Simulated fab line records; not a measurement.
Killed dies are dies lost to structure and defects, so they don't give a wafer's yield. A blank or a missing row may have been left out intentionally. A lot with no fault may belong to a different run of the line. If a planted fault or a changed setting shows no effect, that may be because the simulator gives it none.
What tool caused it? | flow n5_finfet | 9 lots with 26 wafers sampled at 6 steps, on a route of 1938 steps

## WHAT THE GAUGES READ, wafer by wafer
N5_SD_EPI_P_OVL_MEAS_10.
lot  | measured    | on         | SD_P_BLK_OVL (nm)
L680 | day 3 10:46 | overlay-02 | 1.7 1.3 1.9
L683 | day 4 06:32 | overlay-02 | -0.6 -0.2 0.5
L684 | day 4 10:45 | overlay-02 | 0.3 0.7 0.1
L686 | day 5 05:01 | overlay-01 | 1.5 1.5 0.4
L691 | day 6 10:19 | overlay-02 | -0.6 -0.7 -0.1
L692 | day 6 14:09 | overlay-02 | -0.2 -1.0 -0.1
L695 | day 7 06:26 | overlay-02 | 0.3 -0.5
L700 | day 8 16:16 | overlay-02 | -0.9 -0.9 -1.1
L702 | day 9 02:11 | overlay-02 | 0.5 0.1 -0.1

N5_SD_EPI_P_INSPECT_26: inspects for defects (darkfield).
lot  | measured    | on                | raw_defect_count
L680 | day 3 14:33 | defect_inspect-02 | 136 236 131
L683 | day 4 10:19 | defect_inspect-01 | 191 212 197
L684 | day 4 14:32 | defect_inspect-02 | 152 135 152
L686 | day 5 09:05 | defect_inspect-01 | 169 158 180
L691 | day 6 14:56 | defect_inspect-02 | 1501 1599 1534
L692 | day 6 17:56 | defect_inspect-01 | 1509 1649 1623
L695 | day 7 10:14 | defect_inspect-01 | 194 154
L700 | day 8 20:02 | defect_inspect-01 | 158 184 222
L702 | day 9 05:58 | defect_inspect-01 | 286 203 175

N5_BEOL_M4_RC_MEAS_101.
lot  | measured     | on        | DIBL_N (mV/V)  | DIBL_P (mV/V)  | IOFF_N (nA/um) | IOFF_P (nA/um) | ION_N (uA/um) | ION_P (uA/um) | SS_N (mV/dec)  | SS_P (mV/dec)  | VT_N (mV)   | VT_P (mV)
L680 | day 12 09:55 | prober-01 | 36.0 41.0 37.1 | 33.5 39.8 35.3 | 0.15 0.31 0.17 | 0.17 0.28 0.20 | 683 702 672   | 459 465 459   | 71.5 72.3 71.9 | 73.2 74.6 73.7 | 248 239 247 | -252 -246 -250
L683 | day 12 14:16 | prober-01 | 36.2 37.5 41.2 | 35.5 38.0 40.8 | 0.13 0.16 0.24 | 0.16 0.20 0.24 | 658 679 677   | 441 457 452   | 72.6 72.2 72.4 | 73.6 72.6 74.0 | 254 251 245 | -256 -254 -250
L684 | day 12 17:31 | prober-02 | 36.9 40.1 35.0 | 37.8 40.5 34.6 | 0.16 0.25 0.14 | 0.22 0.27 0.18 | 654 685 679   | 455 462 455   | 71.3 73.1 71.2 | 74.1 74.9 73.2 | 252 244 250 | -251 -249 -253
L686 | day 13 10:34 | prober-01 | 40.2 39.1 38.9 | 40.8 39.3 38.2 | 0.22 0.21 0.19 | 0.27 0.24 0.22 | 673 687 662   | 456 465 449   | 72.8 72.5 71.9 | 74.5 73.8 73.5 | 246 247 251 | -248 -248 -251
L691 | day 14 15:04 | prober-02 | 40.5 34.8 39.7 | 39.8 32.8 38.2 | 0.25 0.13 0.21 | 0.26 0.16 0.23 | 689 669 681   | 464 452 462   | 72.8 70.7 72.7 | 74.4 72.4 73.4 | 242 250 246 | -247 -253 -252
L692 | day 15 17:26 | prober-01 | 34.6 36.4 39.1 | 35.0 37.2 40.1 | 0.14 0.16 0.21 | 0.19 0.22 0.27 | 668 673 685   | 461 461 458   | 70.6 71.1 72.7 | 73.0 73.6 73.4 | 249 251 247 | -250 -251 -248
L695 | day 15 22:14 | prober-02 | 37.4 36.1      | 38.8 37.4      | 0.16 0.15      | 0.23 0.20      | 663 674       | 454 456       | 71.4 71.9      | 74.0 73.9      | 254 252     | -251 -252
L700 | day 17 01:52 | prober-02 | 38.5 35.3 36.5 | 36.9 35.0 36.6 | 0.20 0.15 0.15 | 0.21 0.19 0.20 | 681 682 671   | 464 464 457   | 72.8 71.3 71.7 | 73.6 73.6 73.2 | 247 248 251 | -249 -249 -249
L702 | day 17 18:26 | prober-02 | 36.5 33.3 36.9 | 36.5 31.9 37.3 | 0.16 0.12 0.19 | 0.26 0.17 0.26 | 662 680 686   | 460 463 475   | 71.5 70.8 72.2 | 73.6 73.0 74.0 | 250 248 248 | -245 -251 -246

## EACH LOT AND THE TOOL THAT RAN IT (in order: tool; ch and the chambers of the sampled wafers; start)
lot  | N5_SD_EPI_P_ETCH_47               | N5_SD_EPI_P_ETCH_16               | N5_SD_EPI_P_SD_RECESS_17
L680 | rie_diel-03 ch 0,2,3, day 3 11:21 | rie_diel-03 ch 0,2,3, day 3 11:27 | rie_si-06 ch 0,1, day 3 11:31
L683 | rie_diel-06 ch 0,1,2, day 4 07:07 | rie_diel-06 ch 0,1,2, day 4 07:13 | rie_si-05 ch 1,2, day 4 07:17
L684 | rie_diel-03 ch 0,2,3, day 4 11:20 | rie_diel-03 ch 0,2,3, day 4 11:26 | rie_si-06 ch 0,1,2, day 4 11:30
L686 | rie_diel-06 ch 0,3, day 5 05:53   | rie_diel-06 ch 0,3, day 5 05:59   | rie_si-06 ch 1,3, day 5 06:03
L691 | rie_diel-03 ch 2,3, day 6 10:53   | rie_diel-03 ch 2,3, day 6 10:59   | rie_si-06 ch 1,2, day 6 11:04
L692 | rie_diel-03 ch 1,3, day 6 14:44   | rie_diel-03 ch 1,3, day 6 14:50   | rie_si-06 ch 0,1,2, day 6 14:54
L695 | rie_diel-06 ch 1,3, day 7 07:01   | rie_diel-06 ch 1,3, day 7 07:07   | rie_si-04 ch 2,3, day 7 07:11
L700 | rie_diel-06 ch 0,2, day 8 16:50   | rie_diel-06 ch 0,2, day 8 16:56   | rie_si-04 ch 0,3, day 8 17:01
L702 | rie_diel-02 ch 1,3, day 9 02:46   | rie_diel-02 ch 1,3, day 9 02:52   | rie_si-06 ch 0,1,3, day 9 02:56
- N5_SD_EPI_P_ETCH_47: etches SiOCN in CH3F/O2, target depth 25 nm.
- N5_SD_EPI_P_ETCH_16: etches SiO2 in CHF3/O2, target depth 5 nm.
- N5_SD_EPI_P_SD_RECESS_17: chemistry HBr/Cl2/O2, target depth 39.1 nm, bt time 3 s.

## WHAT THE TOOLS THEMSELVES READ (means of the sampled wafers that have a number; where no wafer has one, the mark that the record gives instead)
N5_SD_EPI_P_ETCH_47.
lot  | tool        | chamber_pressure_mTorr (mTorr) | drypump_motor_current_A (A) | oes_ar_750_au (a.u.) | oes_f_703_au (a.u.) | oes_product_au (a.u.) | rf_vpp_V (V) | showerhead_plenum_p_Torr (Torr) | throttle_valve_pct (%)
L680 | rie_diel-03 | 29.996                         | 5.9                         | 0.75                 | 0.76                | 0.74                  | 126          | 1.97                            | 16.3
L683 | rie_diel-06 | 29.969                         | 5.7                         | 0.76                 | 0.75                | 0.75                  | 128          | 2.01                            | 16.4
L684 | rie_diel-03 | 30.009                         | 5.9                         | 0.75                 | 0.75                | 0.74                  | 126          | 1.97                            | 16.3
L686 | rie_diel-06 | 30.011                         | 5.5                         | 0.69                 | 0.68                | 0.70                  | 130          | 1.93                            | 16.7
L691 | rie_diel-03 | 29.995                         | 6.3                         | 0.77                 | 0.77                | 0.76                  | 129          | 2.00                            | 16.3
L692 | rie_diel-03 | 30.005                         | 6.3                         | 0.78                 | 0.78                | 0.76                  | 128          | 2.05                            | 16.4
L695 | rie_diel-06 | 30.017                         | 5.5                         | 0.74                 | 0.73                | 0.74                  | 128          | 1.93                            | 16.9
L700 | rie_diel-06 | 29.986                         | 5.8                         | 0.83                 | 0.82                | 0.81                  | 128          | 2.05                            | 16.0
L702 | rie_diel-02 | 29.991                         | 5.2                         | 0.84                 | 0.84                | 0.83                  | 127          | 2.09                            | 16.2

N5_SD_EPI_P_ETCH_16.
lot  | tool        | chamber_pressure_mTorr (mTorr) | drypump_motor_current_A (A) | oes_ar_750_au (a.u.) | oes_f_703_au (a.u.) | oes_product_au (a.u.) | rf_vpp_V (V) | showerhead_plenum_p_Torr (Torr) | throttle_valve_pct (%)
L680 | rie_diel-03 | 30.013                         | 5.9                         | 0.76                 | 0.76                | 0.74                  | 513          | 2.38                            | 18.9
L683 | rie_diel-06 | 29.987                         | 5.7                         | 0.76                 | 0.75                | 0.75                  | 527          | 2.42                            | 18.9
L684 | rie_diel-03 | 29.987                         | 5.9                         | 0.75                 | 0.75                | 0.74                  | 514          | 2.38                            | 18.9
L686 | rie_diel-06 | 30.020                         | 5.5                         | 0.70                 | 0.68                | 0.69                  | 538          | 2.32                            | 19.2
L691 | rie_diel-03 | 29.992                         | 6.3                         | 0.77                 | 0.76                | 0.76                  | 526          | 2.40                            | 18.8
L692 | rie_diel-03 | 29.992                         | 6.3                         | 0.77                 | 0.77                | 0.76                  | 530          | 2.46                            | 18.9
L695 | rie_diel-06 | 29.996                         | 5.6                         | 0.74                 | 0.73                | 0.74                  | 528          | 2.33                            | 19.4
L700 | rie_diel-06 | 29.995                         | 5.8                         | 0.83                 | 0.82                | 0.82                  | 527          | 2.47                            | 18.5
L702 | rie_diel-02 | 30.016                         | 5.2                         | 0.84                 | 0.86                | 0.83                  | 521          | 2.51                            | 18.8

N5_SD_EPI_P_SD_RECESS_17.
lot  | tool      | chamber_pressure_mTorr (mTorr) | drypump_motor_current_A (A) | oes_product_au (a.u.) | throttle_valve_pct (%)
L680 | rie_si-06 | 10.001                         | 6.0                         | 0.987                 | 36.7
L683 | rie_si-05 | 10.005                         | 5.3                         | 0.995                 | 37.4
L684 | rie_si-06 | 10.004                         | 6.1                         | 0.983                 | 36.6
L686 | rie_si-06 | 9.999                          | 5.9                         | 0.988                 | 36.7
L691 | rie_si-06 | 9.995                          | 6.0                         | 0.980                 | 36.5
L692 | rie_si-06 | 9.998                          | 6.1                         | 0.982                 | 36.6
L695 | rie_si-04 | 9.996                          | 6.1                         | 1.015                 | 37.0
L700 | rie_si-04 | 9.996                          | 6.2                         | 1.013                 | 36.5
L702 | rie_si-06 | 9.996                          | 6.0                         | 0.985                 | 36.8

## THE ANSWER, worked out from the rows above alone
Rule: the lots themselves supply what counts as usual. The widest of any qualifying gaps counts: lots, ordered by their means at a reading, are off when they make up no more than a third of the lots, leave a main group of 4 or more, and stand apart from it by 3 or more times the standard deviation of that group's means. A main group whose means are all the same, to the digits that the tables above print for the reading, isn't used. Also off: a lot with no number at a reading for which 4 or more lots have one. The other lots that the step has rows for count as sound. The gauges are gone through in route order, then the tools' own readings, and for those a lot's mean is taken as printed above. At the first step where some lot is off, the reading lying furthest off is the one used; lots without a number count as furthest.
Off: L691, L692 (N5_SD_EPI_P_INSPECT_26, raw_defect_count). Mean 181 and standard deviation 23 in the main group.
If a tool, at a process step before that reading, ran all the lots that are off and no sound lot after the first of them, it fits. The gauges at N5_SD_EPI_P_INSPECT_26 are tried like those tools. One fits: rie_diel-03 at N5_SD_EPI_P_ETCH_47 and N5_SD_EPI_P_ETCH_16. At N5_SD_EPI_P_ETCH_47 its last sound lot is L684 (day 4 11:20), its first lot that is off L691 (day 6 10:53): a fault that began between those two fits.

## WHAT THE SIMULATOR HAD PUT IN
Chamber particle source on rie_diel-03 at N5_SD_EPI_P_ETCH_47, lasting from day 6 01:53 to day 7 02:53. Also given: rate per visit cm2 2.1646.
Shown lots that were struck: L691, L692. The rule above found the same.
